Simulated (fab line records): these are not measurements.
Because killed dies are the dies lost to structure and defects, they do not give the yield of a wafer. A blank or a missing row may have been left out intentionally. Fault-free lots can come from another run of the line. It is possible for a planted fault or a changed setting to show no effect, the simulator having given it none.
fab line records	flow n5-finfet	part 2 of 2: steps 5 to 6 of 6
record lots=23	wafers=69	last-day=17
route steps=1938 shown MOL_CONTACT_COAG@587 BEOL_M0_SAQP@678 BEOL_M0@716
lots untouched by any fault: they come from a run of this same line in which no faults occurred
start-h: the number of hours between the record's first day and the start of the first shown wafer of the lot	wait-h: how many hours have passed since the lot's step before this one	" unchanged from the row above	L1.1+2: a single row standing in for several wafers	- value missing, or start not given	* or withheld: withheld	< > ~ a bound
route shown NAME@n: names a module that has steps shown in the file, with the first one's number in the route	usual: mean/standard deviation of fault-free wafers	same: alike in all rows	chamber/n: place in a boat	sites: each site's reading	_std_site: standard deviation of those values	_edge_site: outer sites' mean less inner sites'	radius-mm: how far each site lies from the wafer's centre	mask NAME#n: copy n	behind: the tool/chamber that last shaped the wafer	hold: the reason the lot was held/the length of the hold in hours/how it ended	device: the n, p or np transistor that did not switch	end of line: at the end of the route, the tests of the same wafers	a step without rows: its recipe alone	killed: dies that structure and defects cost at the first sort, which is not the same as the wafer's yield	map: shows each die of a wafer: x if killed, . if not, _ if none is there
set.NAME: the setting the step ran with; set.NAME@STEP: the setting that earlier step ran with	model.NAME: the simulator's own value behind a step, which no gauge read
a sample of lots followed through the steps of the route, with each step as a table and each wafer as a row
services: from which hour (start-h, from the record's first day; less than 0 if before it) a tool's chamber was out of use, for how many hours, and why
## steps
# step N5_BEOL_M0_ETCH_109
# recipe chemistry=CH3F/O2	target-depth-a=80	overetch-a=24	target=SiCN	time-s=27.4	ion-energy-ev=120	pressure-mtorr=30	source-w=395	bias-w=75	Ar_flow_sccm=150	CH3F_flow_sccm=30	O2_flow_sccm=20
# usual bias-w=75.01/0.23	drypump-motor-current-A=5.7/0.53	oes-product-au=0.70/0.063	rf-vpp-V=297.0/1.2	showerhead-plenum-p-Torr=1.99/0.051	throttle-valve-pct=16.38/0.24
lot.wafer	tool	chamber	start-h	wait-h	bias-w	drypump-motor-current-A	oes-product-au	rf-hours-counter-h	rf-vpp-V	showerhead-plenum-p-Torr	throttle-valve-pct
L074.2	rie-diel-04	3	120.44	0.4	74.91	6.1	0.86	5	295.6	1.96	15.97
L074.3	"	1	"	"	74.95	5.5	0.75	33	296.9	2.06	16.40
L074.4	"	2	"	"	74.78	5.3	0.85	1	297.3	1.97	16.02
L075.4	rie-diel-05	1	123.86	0.0	75.27	5.8	0.76	31	296.6	1.96	16.23
L075.5	"	1	"	"	75.25	5.7	0.75	-	295.9	1.96	16.22
L075.6	"	2	"	"	75.13	6.7	0.64	-	296.0	1.98	16.67
L076.2	rie-diel-01	3	128.22	0.1	75.05	6.0	0.72	79	299.2	2.04	16.49
L076.3	"	0	"	"	74.89	6.3	0.69	122	297.0	2.03	16.36
L076.6	"	2	"	"	74.67	5.3	0.67	-	298.3	2.12	16.51
L077.3	rie-diel-04	2	134.71	0.8	74.55	5.4	0.81	6	296.7	1.97	16.05
L077.5	"	1	"	"	75.22	5.4	0.75	-	297.7	2.06	16.41
L077.6	"	0	"	"	75.23	5.9	0.69	-	295.2	1.92	16.15
L078.2	rie-diel-01	0	138.15	0.0	75.14	6.3	0.67	126	297.4	2.03	16.38
L078.3	"	1	"	"	74.70	5.8	0.60	210	298.1	1.98	16.92
L078.4	"	2	"	"	75.24	5.3	0.66	122	300.0	2.12	16.52
L079.1	rie-diel-05	2	148.01	0.0	75.61	6.7	0.62	173	296.7	1.97	16.67
L079.2	"	1	"	"	75.17	5.8	0.74	40	296.3	1.96	16.25
L079.6	"	2	"	"	75.48	6.6	0.63	-	297.4	1.97	16.68
L080.1	rie-diel-05	2	152.60	0.0	74.76	6.7	0.64	174	298.2	1.97	16.67
L080.3	"	0	"	"	75.35	5.1	0.72	54	296.4	1.97	16.25
L080.4	"	3	"	"	74.75	5.0	0.81	14	296.8	1.98	16.19
L081.1	rie-diel-01	3	156.87	0.0	75.24	6.0	0.69	91	297.3	2.04	16.50
L081.3	"	1	"	"	75.03	5.8	0.60	217	295.2	1.98	16.94
L081.6	"	3	"	"	75.09	5.9	0.71	-	296.5	2.04	16.51
L082.1	rie-diel-04	2	161.87	0.0	75.26	5.4	0.81	13	297.4	1.97	16.05
L082.3	"	3	"	"	75.39	6.0	0.80	18	296.5	1.96	16.00
L082.4	"	0	"	"	74.78	5.9	0.67	119	297.2	1.92	16.16
L083.1	rie-diel-05	3	164.74	0.1	74.98	5.0	0.79	18	296.6	1.98	16.20
L083.4	"	1	"	"	75.00	5.8	0.74	46	295.4	1.95	16.26
L083.5	"	1	"	"	74.94	5.8	0.74	-	295.7	1.95	16.28
L084.2	rie-diel-05	0	173.43	0.0	74.90	5.1	0.71	61	295.4	1.97	16.26
L084.3	"	2	"	"	74.91	6.7	0.61	183	298.9	1.97	16.70
L084.6	"	3	"	"	75.12	5.0	0.78	-	297.6	1.98	16.20
L085.2	rie-diel-05	3	183.47	0.4	75.14	4.9	0.78	26	297.0	1.97	16.21
L085.4	"	2	"	"	75.15	6.7	0.62	186	296.2	1.97	16.70
L085.5	"	0	"	"	74.82	5.1	0.72	-	296.2	1.97	16.27
L087.3	rie-diel-05	1	192.83	0.1	75.15	5.8	0.72	57	296.3	1.95	16.28
L087.5	"	3	"	"	74.65	5.0	0.78	-	296.8	1.97	16.22
L087.6	"	0	"	"	74.80	5.1	0.72	-	295.8	1.97	16.29
L088.1	rie-diel-01	0	200.74	0.0	75.14	6.3	0.66	147	298.4	2.02	16.43
L088.5	"	2	"	"	74.94	5.3	0.64	-	300.0	2.11	16.57
L088.6	"	3	"	"	74.39	6.0	0.68	-	297.1	2.03	16.54
L089.1	rie-diel-05	3	205.61	0.0	74.59	5.0	0.77	33	295.2	1.97	16.22
L089.2	"	0	"	"	74.60	5.1	0.72	72	296.4	1.97	16.31
L089.3	"	2	"	"	74.95	6.7	0.62	193	297.3	1.97	16.73
L090.1	rie-diel-04	0	211.46	0.1	75.05	5.9	0.67	136	297.0	1.91	16.19
L090.3	"	1	"	"	74.96	5.4	0.71	65	297.9	2.05	16.45
L090.5	"	0	"	"	75.33	5.9	0.68	-	296.1	1.91	16.20
L091.2	rie-diel-05	1	215.46	0.3	75.38	5.8	0.72	65	295.8	1.95	16.30
L091.5	"	0	"	"	74.97	5.1	0.73	-	296.0	1.97	16.30
L091.6	"	3	"	"	75.23	5.0	0.78	-	296.4	1.97	16.23
L092.1	rie-diel-04	1	221.14	0.0	75.07	5.5	0.70	68	298.3	2.05	16.45
L092.2	"	2	"	"	75.18	5.4	0.76	32	296.7	1.96	16.08
L092.4	"	0	"	"	75.02	5.9	0.67	140	296.3	1.91	16.20
L093.2	rie-diel-01	0	227.54	0.0	74.59	6.3	0.65	155	298.8	2.02	16.44
L093.3	"	3	"	"	74.63	6.0	0.67	114	295.8	2.03	16.54
L093.4	"	1	"	"	74.72	5.8	0.58	238	296.4	1.97	16.99
L094.3	rie-diel-05	0	238.43	0.0	74.89	5.1	0.69	84	297.8	1.96	16.31
L094.4	"	2	"	"	75.14	6.7	0.60	205	296.5	1.96	16.74
L094.6	"	0	"	"	74.87	5.1	0.70	-	297.1	1.96	16.30
L095.2	rie-diel-01	3	242.64	0.3	75.02	6.0	0.67	119	299.2	2.03	16.55
L095.5	"	2	"	"	74.74	5.3	0.64	-	297.3	2.11	16.59
L095.6	"	1	"	"	74.98	5.8	0.59	-	295.8	1.97	17.01
L096.4	rie-diel-04	1	247.33	0.7	75.00	5.4	0.70	-	296.9	2.05	16.47
L096.5	"	3	"	"	74.91	6.0	0.75	-	296.1	1.95	16.04
L096.6	"	0	"	"	75.15	5.9	0.65	-	296.5	1.91	16.23
L097.2	rie-diel-05	0	256.33	0.0	75.06	5.1	0.68	91	295.6	1.96	16.32
L097.4	"	1	"	"	75.22	5.8	0.71	78	296.5	1.94	16.33
L097.6	"	2	"	"	75.72	6.7	0.61	-	295.9	1.96	16.76
# step N5_BEOL_M0_PRE_CLEAN_113
# recipe gas=H2/He	time-s=30	temp-c=250
# usual heater-power-w=340/32
lot.wafer	tool	chamber	start-h	wait-h	heater-power-w
L074.2	pvd-sputter-02	-	122.68	0.0	306
L074.3	"	-	"	"	350
L074.4	"	-	"	"	286
L075.4	pvd-sputter-03	-	124.67	0.0	346
L075.5	"	-	"	"	341
L075.6	"	-	"	"	396
L076.2	pvd-sputter-02	-	129.04	0.0	301
L076.3	"	-	"	"	348
L076.6	"	-	"	"	300
L077.3	pvd-sputter-02	-	135.23	0.0	306
L077.5	"	-	"	"	328
L077.6	"	-	"	"	346
L078.2	pvd-sputter-02	-	138.58	0.0	317
L078.3	"	-	"	"	308
L078.4	"	-	"	"	346
L079.1	pvd-sputter-02	-	148.52	0.0	309
L079.2	"	-	"	"	350
L079.6	"	-	"	"	357
L080.1	pvd-sputter-03	-	153.07	0.0	334
L080.3	"	-	"	"	395
L080.4	"	-	"	"	372
L081.1	pvd-sputter-02	-	157.81	0.0	330
L081.3	"	-	"	"	292
L081.6	"	-	"	"	312
L082.1	pvd-sputter-03	-	162.08	0.0	340
L082.3	"	-	"	"	392
L082.4	"	-	"	"	374
L083.1	pvd-sputter-03	-	165.33	0.0	333
L083.4	"	-	"	"	388
L083.5	"	-	"	"	363
L084.2	pvd-sputter-01	-	174.18	0.0	311
L084.3	"	-	"	"	302
L084.6	"	-	"	"	362
L085.2	pvd-sputter-01	-	183.75	0.0	403
L085.4	"	-	"	"	365
L085.5	"	-	"	"	329
L087.3	pvd-sputter-01	-	193.24	0.0	372
L087.5	"	-	"	"	318
L087.6	"	-	"	"	354
L088.1	pvd-sputter-03	-	201.58	0.0	343
L088.5	"	-	"	"	347
L088.6	"	-	"	"	369
L089.1	pvd-sputter-02	-	206.15	0.0	326
L089.2	"	-	"	"	304
L089.3	"	-	"	"	291
L090.1	pvd-sputter-03	-	212.00	0.0	345
L090.3	"	-	"	"	363
L090.5	"	-	"	"	335
L091.2	pvd-sputter-01	-	215.72	0.0	367
L091.5	"	-	"	"	312
L091.6	"	-	"	"	300
L092.1	pvd-sputter-03	-	221.97	0.0	352
L092.2	"	-	"	"	407
L092.4	"	-	"	"	341
L093.2	pvd-sputter-02	-	227.87	0.0	293
L093.3	"	-	"	"	348
L093.4	"	-	"	"	306
L094.3	pvd-sputter-02	-	239.38	0.0	342
L094.4	"	-	"	"	328
L094.6	"	-	"	"	288
L095.2	pvd-sputter-03	-	243.20	0.0	373
L095.5	"	-	"	"	350
L095.6	"	-	"	"	369
L096.4	pvd-sputter-03	-	247.64	0.0	342
L096.5	"	-	"	"	365
L096.6	"	-	"	"	340
L097.2	pvd-sputter-01	-	257.22	0.0	319
L097.4	"	-	"	"	357
L097.6	"	-	"	"	317
## services
tool	chamber	start-h	hours	kind
rie-diel-04	0	87.45	6.6	repair
rie-diel-04	3	94.41	-	clean
rie-diel-04	3	94.41	-	consumable-replace:focus-ring
rie-diel-05	3	96.43	-	clean
rie-diel-05	3	96.43	-	consumable-replace:focus-ring
rie-diel-05	3	96.43	19.5	scheduled-down
rie-diel-05	3	96.43	19.5	vent-cycle
rie-metal-02	1	99.95	16.6	repair
rie-diel-04	2	108.99	-	clean
rie-diel-04	2	108.99	-	consumable-replace:focus-ring
rie-diel-04	2	108.99	10.1	scheduled-down
rie-diel-04	2	108.99	10.1	vent-cycle
rie-metal-03	-	125.06	2.8	pm
rie-si-03	-	126.25	0.8	repair
rie-diel-04	-	148.85	0.1	repair
rie-diel-04	2	172.28	4.3	repair
rie-diel-05	0	185.05	3.2	repair
rie-diel-04	-	190.71	1.6	repair
rie-si-03	0	213.45	-	clean
rie-diel-05	1	230.89	5.4	repair
rie-diel-04	2	242.38	12.5	repair
rie-si-06	0	242.92	5.8	repair
rie-si-03	-	246.01	4.3	pm
rie-si-03	1	254.75	19.0	repair
